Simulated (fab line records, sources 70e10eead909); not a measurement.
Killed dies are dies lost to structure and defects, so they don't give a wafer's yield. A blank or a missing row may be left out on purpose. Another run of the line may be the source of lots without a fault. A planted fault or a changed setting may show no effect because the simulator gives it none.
fab line records + flow nandHarc
[record]
- lots = 6
- wafers = 18
- lastDay = 25
route steps=1159 shown P_ZERO_WELL@30
lots untouched by any fault: they come from a run of this same line in which no faults occurred
startH: the number of hours between the record's first day and the start of the first shown wafer of the lot + waitH: hours elapsed since this lot's preceding step + " repeats the value in the row above + L1.1+2: several wafers, shown together as one row + - either no value or no given start + * or withheld: withheld + < > ~ a bound
route shown NAME@n: NAME is a module with steps in the file, n the number in the route of the first one + usual: mean and standard deviation over wafers with no fault + same: alike in all rows + chamber/n: place in a boat + sites: the reading at each site + _std_site: standard deviation across them + _edge_site: outer sites' mean less inner sites' + radiusMm: for every site, how far away it sits from the centre of the wafer + mask NAME#n: copy n + behind: the last tool/chamber to shape the wafer + hold: what put the lot on hold/how long, in hours/how the hold closed + device: the n, p or np transistor that did not switch + end of line: at the end of the route, the tests of the same wafers + a step without rows: its recipe alone + killed: at the first sort, the dies lost to defects and structure; wafer yield is something else + map: shows each die of a wafer: x if killed, . if not, _ if none is there
set.NAME: the setting the step ran with; set.NAME@STEP: the setting that earlier step ran with + model.NAME: the simulator's own value behind a step, which no gauge read
lots at some steps of the route; a table a step, a row a wafer
services: the hour from which a tool's chamber was out of use, counted from the record's first day as startH (under 0 if before that day), plus the number of hours and why
[[steps]]
[step NHARC_P_ZERO_WELL_HARDBAKE_25]
[recipe]
- tempC = 125
- timeS = 80
[step NHARC_P_ZERO_WELL_DESCUM_26]
[recipe]
- timeS = 3
- o2FlowSccm = 200
- arFlowSccm = 0
- biasPowerW = 0
- chemistry = O2
[usual]
- drypumpMotorCurrentA = 5.8/0.4
- oesProductAu = 0.999/0.013
- rfVppV = 58.0/0.85
- showerheadPlenumPTorr = 1.96/0.076
- throttleValvePct = 11.311/0.008
| lot.wafer | tool       | chamber | startH | waitH | drypumpMotorCurrentA | oesProductAu | rfHoursCounterH | rfVppV | showerheadPlenumPTorr | throttleValvePct |
|-----------|------------|---------|--------|-------|----------------------|--------------|-----------------|--------|-----------------------|------------------|
| L452.1    | rieDiel-08 | 0       | 44.70  | -     | 5.7                  | 0.992        | 6.7             | 58.9   | 2.03                  | 11.300           |
| L452.2    | "          | 1       | "      | "     | 6.1                  | 1.011        | 6.4             | 57.3   | 1.85                  | 11.309           |
| L452.5    | "          | 3       | "      | "     | 6.4                  | 1.005        | -               | 57.4   | 2.01                  | 11.313           |
| L460.2    | rieDiel-07 | 0       | 92.54  | -     | 5.2                  | 1.023        | 5.4             | 57.8   | 1.81                  | 11.330           |
| L460.4    | "          | 1       | "      | "     | 5.6                  | 0.986        | 4.3             | 58.6   | 2.04                  | 11.309           |
| L460.3    | "          | 2       | "      | "     | 4.9                  | 1.011        | 2.8             | 59.1   | 2.05                  | 11.320           |
| L464.3    | rieDiel-11 | 1       | 116.49 | -     | 6.0                  | 0.988        | 8.7             | 58.0   | 1.97                  | 11.296           |
| L464.1    | "          | 2       | "      | "     | 5.8                  | 1.008        | 9.0             | 58.2   | 1.95                  | 11.311           |
| L464.6    | "          | 1       | "      | "     | 6.0                  | 0.984        | -               | 57.6   | 1.97                  | 11.300           |
| L465.1    | rieDiel-11 | 0       | 122.61 | -     | 5.6                  | 0.990        | 8.6             | 56.6   | 1.85                  | 11.306           |
| L465.2    | "          | 1       | "      | "     | 6.0                  | 0.975        | 9.7             | 57.8   | 1.97                  | 11.318           |
| L465.3    | "          | 3       | "      | "     | 5.7                  | 1.010        | 9.5             | 59.2   | 1.98                  | 11.310           |
| L467.6    | rieDiel-08 | 2       | 134.78 | -     | 5.5                  | 0.988        | -               | 57.2   | 2.00                  | 11.291           |
| L467.4    | "          | 3       | "      | "     | 6.5                  | 0.988        | -               | 58.3   | 2.01                  | 11.317           |
| L467.5    | "          | 1       | "      | "     | 6.1                  | 1.000        | -               | 57.9   | 1.85                  | 11.307           |
| L470.3    | rieDiel-08 | 2       | 152.82 | -     | 5.5                  | 0.987        | 1.4             | 58.4   | 2.00                  | 11.305           |
| L470.2    | "          | 3       | "      | "     | 6.4                  | 0.992        | 1.4             | 57.6   | 2.01                  | 11.305           |
| L470.6    | "          | 2       | "      | "     | 5.5                  | 0.985        | -               | 57.8   | 2.00                  | 11.297           |
[step NHARC_P_ZERO_WELL_IMPLANT_27]
[recipe]
- energyKev = 600
- doseCm2 = 1e+13
- tiltDeg = 7
[step NHARC_P_ZERO_WELL_IMPLANT_57]
[recipe]
- energyKev = 250
- doseCm2 = 4e+12
- tiltDeg = 7
[step NHARC_P_ZERO_WELL_IMPLANT_58]
[recipe]
- energyKev = 100
- doseCm2 = 2e+12
- tiltDeg = 7
[step NHARC_P_ZERO_WELL_STRIP_28]
[recipe]
- timeS = 840
- tempC = 130
- chemistry = SPM
[step NHARC_P_ZERO_WELL_DEHYDRATE_29]
[recipe]
- tempC = 150
- timeS = 120
[step NHARC_P_ZERO_WELL_HMDS_30]
[recipe]
- timeS = 30
[step NHARC_P_ZERO_WELL_COAT_31]
[recipe]
- spinRpm = withheld
[step NHARC_P_ZERO_WELL_SOFTBAKE_32]
[recipe]
- tempC = 122
- timeS = 95
[step NHARC_P_ZERO_WELL_EBR_33]
[step NHARC_P_ZERO_WELL_EXPOSE_34]
[recipe]
- na = 0.6
- targetCdNm = 720
- doseMj = 22.31
- maskId = P_PWELL
[step NHARC_P_ZERO_WELL_PEB_35]
[recipe]
- pebTempC = 118
- pebTimeS = 85
[usual]
- heaterPowerTotalW = 163.98/0.28
- plateTempC = 118.01/0.13
| lot.wafer | tool          | chamber | startH | waitH | heaterPowerTotalW | plateTempC |
|-----------|---------------|---------|--------|-------|-------------------|------------|
| L452.1    | lithoTrack-02 | 0       | 46.01  | 0.1   | 163.80            | 118.17     |
| L452.2    | "             | 0       | "      | "     | 163.90            | 118.19     |
| L452.5    | "             | 0       | "      | "     | 164.25            | 118.07     |
| L460.2    | lithoTrack-03 | 0       | 93.81  | 0.1   | 164.40            | 117.95     |
| L460.3    | "             | 0       | "      | "     | 164.29            | 118.02     |
| L460.4    | "             | 0       | "      | "     | 164.04            | 117.90     |
| L464.1    | lithoTrack-03 | 0       | 117.89 | 0.1   | 162.55            | 117.32     |
| L464.3    | "             | 0       | "      | "     | 162.29            | 117.21     |
| L464.6    | "             | 0       | "      | "     | 162.56            | 117.21     |
| L465.1    | lithoTrack-02 | 0       | 123.88 | 0.1   | 163.75            | 118.10     |
| L465.2    | "             | 0       | "      | "     | 163.66            | 118.05     |
| L465.3    | "             | 0       | "      | "     | 163.72            | 117.95     |
| L467.4    | lithoTrack-03 | 0       | 136.16 | 0.0   | 162.19            | 117.13     |
| L467.5    | "             | 0       | "      | "     | 162.61            | 117.23     |
| L467.6    | "             | 0       | "      | "     | 162.76            | 117.32     |
| L470.2    | lithoTrack-02 | 0       | 154.14 | 0.1   | 163.59            | 118.10     |
| L470.3    | "             | 0       | "      | "     | 163.65            | 118.22     |
| L470.6    | "             | 0       | "      | "     | 163.71            | 118.11     |
[step NHARC_P_ZERO_WELL_DEVELOP_36]
[recipe]
- timeS = 70
[[services]]
| tool          | chamber | startH | hours | kind      |
|---------------|---------|--------|-------|-----------|
| rieDiel-08    | 0       | 30.38  | -     | clean     |
| rieDiel-08    | 1       | 30.38  | -     | clean     |
| rieDiel-08    | 2       | 30.38  | -     | clean     |
| rieDiel-08    | 3       | 30.38  | -     | clean     |
| lithoTrack-03 | -       | 38.00  | 7.0   | pm        |
| rieDiel-07    | -       | 51.33  | 9.0   | pm        |
| rieDiel-11    | 0       | 54.80  | 4.0   | repair    |
| rieDiel-08    | 0       | 54.88  | -     | clean     |
| rieDiel-08    | 1       | 54.88  | -     | clean     |
| rieDiel-08    | 2       | 54.88  | -     | clean     |
| rieDiel-08    | 3       | 54.88  | -     | clean     |
| rieDiel-07    | 2       | 60.78  | 8.5   | repair    |
| rieDiel-08    | -       | 78.83  | 0.8   | repair    |
| rieDiel-08    | 0       | 94.04  | 132.0 | repair    |
| rieDiel-07    | -       | 101.47 | 1.5   | repair    |
| rieDiel-08    | 1       | 103.38 | -     | clean     |
| rieDiel-08    | 2       | 103.38 | -     | clean     |
| rieDiel-08    | 3       | 103.38 | -     | clean     |
| rieDiel-08    | -       | 124.88 | 9.0   | pm        |
| rieDiel-08    | 1       | 124.88 | 9.0   | ventCycle |
| rieDiel-08    | 2       | 124.88 | 9.0   | ventCycle |
| rieDiel-08    | 3       | 124.88 | 9.0   | ventCycle |
| rieDiel-08    | 1       | 141.25 | 6.0   | repair    |
| rieDiel-07    | 0       | 148.06 | 1.9   | repair    |
[[key]]
[firstSign]
- step = NHARC_P_ZERO_WELL_PEB_35
- reading = plateTempC
- direction = down
- sigmas = 6.1
- usual = *
- struck = *
[effect]
- step = NHARC_P_ZERO_WELL_PEB_35
- reading = heaterPowerTotalW
- direction = down
- sigmas = 5.4
- usual = *
- struck = *
metAt NHARC_P_ZERO_WELL_PEB_35
struckWafers L464.1,L464.3,L464.6,L467.4,L467.5,L467.6
testerLeftOut L464,L467
onsetBetween 93.81 117.89
[fault]
- kind = processParameterDrift
- tool = lithoTrack-03
- chamber = -
- onsetH = 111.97
- steps = NHARC_P_ZERO_WELL_PEB_35
- channel = pebTempC
- offset = *
- shape = step
- endH = 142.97
- actsIn = *
- stated = *
// testerLeftOut: of these lots the tester's yield and bins aren't shown, on N5 and GAA mostly nor the transistor test; their killed dies are dies lost to structure and defects alone, not to doping, threshold or leakage, so they don't give the yield
